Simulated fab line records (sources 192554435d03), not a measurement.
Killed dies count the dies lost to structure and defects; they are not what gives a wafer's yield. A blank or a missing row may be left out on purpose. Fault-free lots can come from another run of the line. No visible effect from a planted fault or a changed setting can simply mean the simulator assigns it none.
Struck lot and sound lot, side by side :: flow n5Finfet :: 19 out of 1938 route steps
Sound: these wafers, L666.2, L666.3, L666.4. The struck wafers were L669.1, L669.2, L669.5. The cause comes at the end.
At each step with rows: each side's tool, then ch and its chambers, then its first start. Under that, the readings that differ: sound wafers :: struck wafers :: difference of the means :: sigmas: that difference in standard deviations of wafers without a fault.
alike: words and numbers the same on both sides, and readings whose means are apart by under 2 such deviations; not compared: readings that were withheld, readings missing a value for some wafer, numbers with overlapping values and no deviation given by the record, and bounds like >300 which may hide the same value.
A row with sigmas, a row that says differs or no value, or rows on one side alone: a step with any of these is where the two part. Numbers that have no deviation but don't overlap get no sigmas and don't part them. Lack of a reading on every wafer of one side parts them only where that side has two or more wafers.

first, 8 steps without rows for these wafers: N5_FIN_SAQP_ETCH_64 (etches SiO2 in CF4, target depth 1.5 nm); N5_FIN_SAQP_FIN_ETCH_36 (etches the open film in HBr/Cl2/O2, target depth 120 nm, time 50.4 s); N5_FIN_SAQP_PRECLEAN_38 (cleans in O3/DIW, time 45 s); N5_FIN_SAQP_PRECLEAN_45 (cleans in dHF, time 10 s); N5_FIN_SAQP_SRD_39 (time 30 s); N5_FIN_CUT_COAT_18 (time 60 s, resist thk 230 nm); N5_FIN_CUT_COAT_19 (time 60 s, resist thk 20 nm); N5_FIN_CUT_COAT_29 (time 60 s, resist thk 10 nm).
N5_FIN_CUT_COAT_02: resist thk 30 nm.
  sound on lithoTrack-05 ch 0, day 2 15:19; struck on lithoTrack-05 ch 0, day 3 08:30
reading: spinSpeedRpm (rpm)
sound: 1502.2 1499.3 1502.6
struck: 1359.9 1358.2 1360.1
difference: -142.0
sigmas: -99 or more

reading: model.CAR-EUV_of_FIN_CUT_COAT_02.thkNm (nm)
sound: 30 30 30
struck: 31.6 31.6 31.6
difference: +1.6
sigmas: 
then, 6 steps without rows for these wafers: N5_FIN_CUT_EBR_04; N5_FIN_CUT_SOFTBAKE_03 (time 60 s); N5_FIN_CUT_EXPOSE_05 (exposes mask FIN CUT); N5_FIN_CUT_PEB_06 (peb time 60 s); N5_FIN_CUT_DEVELOP_07 (develop time 30 s); N5_FIN_CUT_DESCUM_13 (chemistry O2, time 7 s).
N5_FIN_CUT_ETCH_30: etches underlayer in N2/H2, target depth 13 nm, time 10.4 s.
  sound on rieDiel-06 ch 0,2,3, day 2 15:44; struck on rieDiel-06 ch 1,3, day 3 08:55
reading: chamberPressureMTorr (mTorr)
sound: 30.000 30.030 30.046
struck: 29.965 29.938 29.981
difference: -0.064
sigmas: -2

reading: model.CAR-EUV_of_FIN_CUT_COAT_02.thkNm (nm)
sound: 14.6 14.6 14.6
struck: 16.2 16.2 16.2
difference: +1.6
sigmas: 
  alike: drypumpMotorCurrentA, etchRfOnTimeS, oesProductAu, rfVppV, showerheadPlenumPTorr, throttleValvePct
  not compared: rfHoursCounterH
then, 1 step without rows for these wafers: N5_FIN_CUT_ETCH_20 (etches SiARC in CF4, target depth 26 nm, time 43.3 s).
-- here the record skips 6 days between the struck wafers' starts before and after, leaving off in module FIN_CUT and picking up in module BEOL_M4 (first step shown: number 1111 of the route) --
N5_BEOL_M4_RC_MEAS_101:
  sound on prober-02 ch 0, day 8 20:32; struck on prober-01 ch 0, day 9 16:26
reading: SS_N (mV/dec)
sound: 71.6 72.2 72.4
struck: 70.2 71.1 71.8
difference: -1.0
sigmas: -2
  alike: DIBL_N, DIBL_P, IOFF_N, IOFF_P, ION_N, ION_P, SS_P, VT_N, VT_P
-- a jump in the record: the struck wafers' starts before and after are 4 days apart (it breaks off in module BEOL_M4 and resumes in module PASSIVATION, where the first step shown is number 1936 of the route) --
N5_PASSIVATION_PROBE_49:
  rows exist in the record for the struck wafers here (prober-01, day 13 19:22), but not for the sound ones

WHERE THEY PART
Last at N5_PASSIVATION_PROBE_49 as far as this record goes, first at N5_FIN_CUT_COAT_02.

WHY: what had been put in by the simulator
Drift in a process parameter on lithoTrack-05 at N5_FIN_CUT_COAT_02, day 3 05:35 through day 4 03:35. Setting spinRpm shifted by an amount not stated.
